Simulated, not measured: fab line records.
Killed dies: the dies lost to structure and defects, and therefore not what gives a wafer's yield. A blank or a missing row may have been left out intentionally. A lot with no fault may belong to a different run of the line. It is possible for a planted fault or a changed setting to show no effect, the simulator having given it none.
Which of the tools did it? -- flow nand_harc -- 12 lots, 36 wafers sampled, at 4 steps of a route of 1302

== WHAT THE GAUGES READ, wafer by wafer ==
NHARC_A_SGD_CUT_OVL_MEAS_10. Usual: overlay_x_nm -0.1 nm, standard deviation 0.8; overlay_y_nm 0.0 nm, standard deviation 0.85.
lot,measured,on,overlay_x_nm (nm),overlay_y_nm (nm),flag
L920,day 20 02:41,overlay-01,0.9 1.0 0.8,-1.3 -0.8 -1.1,
L923,day 21 09:12,overlay-02,-0.8 0.0 -0.4,1.3 1.1 1.1,
L924,day 22 12:20,overlay-02,0.4 0.7 0.7,0.4 0.1 0.5,
L929,day 23 09:59,overlay-01,4.5 4.5 4.6,-0.8 0.1 -0.4,OFF
L928,day 23 13:26,overlay-01,5.6 5.7 5.4,1.0 1.0 0.9,OFF
L931,day 24 07:55,overlay-01,3.9 4.1 4.3,-0.3 0.9 -0.2,OFF
L933,day 24 22:54,overlay-02,0.1 -0.2 -0.1,-1.3 -0.5 -0.8,
L935,day 26 04:37,overlay-02,0.0 0.5 0.0,-0.3 -0.1 -0.1,
L936,day 27 01:53,overlay-02,0.2 -0.1 -1.1,0.6 -0.2 0.2,
L937,day 27 00:50,overlay-02,-1.6 -2.2 -1.3,-0.6 -0.2 0.0,
L939,day 28 05:08,overlay-01,0.4 -0.2 -0.3,0.8 0.4 0.5,
L940,day 28 04:29,overlay-02,-1.5 -1.7 -1.5,0.2 0.4 0.9,

== EACH LOT AND THE TOOL THAT RAN IT (in order: tool; ch and the chambers of the sampled wafers; start) ==
lot,NHARC_A_STAIRCASE_DESCUM_443,NHARC_A_STAIRCASE_CMP_472,NHARC_A_SGD_CUT_EXPOSE_06
L920,"rie_diel-13 ch 0,2,3, day 19 18:09","cmp-04 ch 0,1,3, day 20 01:32","arfi_scanner-02 ch 0, day 20 02:27"
L923,"rie_diel-02 ch 0,2, day 21 00:05","cmp-03 ch 0,1,3, day 21 08:10","arfi_scanner-02 ch 0, day 21 08:59"
L924,"rie_diel-13 ch 1,2, day 22 04:16","cmp-04 ch 0,2,3, day 22 11:02","arfi_scanner-01 ch 0, day 22 12:06"
L929,"rie_diel-13 ch 0,1,2, day 23 01:59","cmp-04 ch 1,2, day 23 08:45","arfi_scanner-02 ch 0, day 23 09:46"
L928,"rie_diel-02 ch 1,2, day 23 02:08","cmp-04 ch 0,1,2, day 23 12:24","arfi_scanner-02 ch 0, day 23 13:13"
L931,"rie_diel-13 ch 2,3, day 23 21:00","cmp-04 ch 0,3, day 24 06:42","arfi_scanner-02 ch 0, day 24 07:40"
L933,"rie_diel-04 ch 0,1,3, day 24 14:53","cmp-04 ch 0,3, day 24 21:43","arfi_scanner-03 ch 0, day 24 22:41"
L935,"rie_diel-13 ch 0,1,3, day 25 20:41","cmp-03 ch 0,1,2, day 26 03:31","arfi_scanner-03 ch 0, day 26 04:23"
L936,"rie_diel-02 ch 0,1, day 26 16:55","cmp-04 ch 0,1,3, day 27 00:40","arfi_scanner-03 ch 0, day 27 01:40"
L937,"rie_diel-13 ch 1,2,3, day 26 16:59","cmp-02 ch 0,1,3, day 26 23:44","arfi_scanner-03 ch 0, day 27 00:37"
L939,"rie_diel-02 ch 1,3, day 27 20:24","cmp-04 ch 0,1,2, day 28 04:05","arfi_scanner-03 ch 0, day 28 04:55"
L940,"rie_diel-13 ch 0,1,2, day 27 20:34","cmp-02 ch 0,2, day 28 03:16","arfi_scanner-03 ch 0, day 28 04:15"
- NHARC_A_STAIRCASE_DESCUM_443: chemistry O2, time 3 s.
- NHARC_A_STAIRCASE_CMP_472: polishes SiO2.
- NHARC_A_SGD_CUT_EXPOSE_06: exposes mask SGD.

== WHAT THE TOOLS THEMSELVES READ (means of the sampled wafers that have a number; where no wafer has one, the mark that the record gives instead) ==
NHARC_A_STAIRCASE_DESCUM_443. Usual: drypump_motor_current_A 5.6 A, standard deviation 0.42; oes_product_au 0.998 a.u., standard deviation 0.012; rf_vpp_V 58.0 V, standard deviation 0.94; showerhead_plenum_p_Torr 1.95 Torr, standard deviation 0.081; throttle_valve_pct 11.311 %, standard deviation 0.0093.
lot,tool,drypump_motor_current_A (A),oes_product_au (a.u.),rf_vpp_V (V),showerhead_plenum_p_Torr (Torr),throttle_valve_pct (%),flag
L920,rie_diel-13,5.6,1.001,58.7,1.93,11.316,
L923,rie_diel-02,5.7,0.992,57.6,1.91,11.315,
L924,rie_diel-13,6.1,0.998,58.6,1.95,11.313,
L929,rie_diel-13,5.8,1.003,58.0,1.97,11.315,
L928,rie_diel-02,5.6,0.982,58.6,2.00,11.314,
L931,rie_diel-13,5.7,1.009,57.8,1.90,11.315,
L933,rie_diel-04,5.6,1.006,58.5,2.03,11.314,
L935,rie_diel-13,5.6,1.000,57.5,1.97,11.303,
L936,rie_diel-02,5.9,0.996,57.9,2.02,11.305,
L937,rie_diel-13,5.8,0.999,58.9,1.95,11.306,
L939,rie_diel-02,5.3,0.994,57.5,1.93,11.319,
L940,rie_diel-13,5.9,1.004,58.4,1.95,11.306,

NHARC_A_STAIRCASE_CMP_472. Usual: motor_current_A 11.5 A, standard deviation 0.74; slurry_filter_dp_kPa 13.52 kPa, standard deviation 0.14.
lot,tool,motor_current_A (A),slurry_filter_dp_kPa (kPa),flag
L920,cmp-04,11.8,13.52,
L923,cmp-03,10.7,13.47,
L924,cmp-04,11.1,13.43,
L929,cmp-04,11.3,13.50,
L928,cmp-04,11.5,13.54,
L931,cmp-04,11.7,13.66,
L933,cmp-04,11.7,13.50,
L935,cmp-03,11.0,13.55,
L936,cmp-04,11.8,13.46,
L937,cmp-02,11.6,13.60,
L939,cmp-04,11.6,13.53,
L940,cmp-02,11.9,13.56,

== THE ANSWER, worked out from the rows above alone ==
Rule: a lot counts as off when the mean over its wafers that have a number is more than 3 standard deviations away from the usual mean. Also off: a lot with no number at a reading for which 4 or more lots have one. Where the step has rows for the other lots, those lots are counted as sound. After the gauges, taken in route order, come the tools' own readings; for these a lot's mean is taken, as printed above. The first step at which some lot is off is used, and at that step the reading that is off furthest; a lot without a number counts as furthest.
Off, at NHARC_A_SGD_CUT_OVL_MEAS_10 on overlay_x_nm: L929, L928, L931.
If a tool, at a process step before that reading, ran all the lots that are off and no sound lot after the first of them, it fits. Gauges at NHARC_A_SGD_CUT_OVL_MEAS_10: tried the same way as those tools. One fits: NHARC_A_SGD_CUT_EXPOSE_06 on arfi_scanner-02. Its last sound lot is L923 (day 21 08:59), its first lot that is off L929 (day 23 09:46): a fault that began between those two fits.

== WHAT THE SIMULATOR PUT IN ==
Scanner matching overlay: arfi_scanner-02, from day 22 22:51 on, at NHARC_A_SGD_CUT_EXPOSE_06. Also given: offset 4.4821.
Shown lots that were struck: L929, L928, L931. This agrees with what the rule above found.
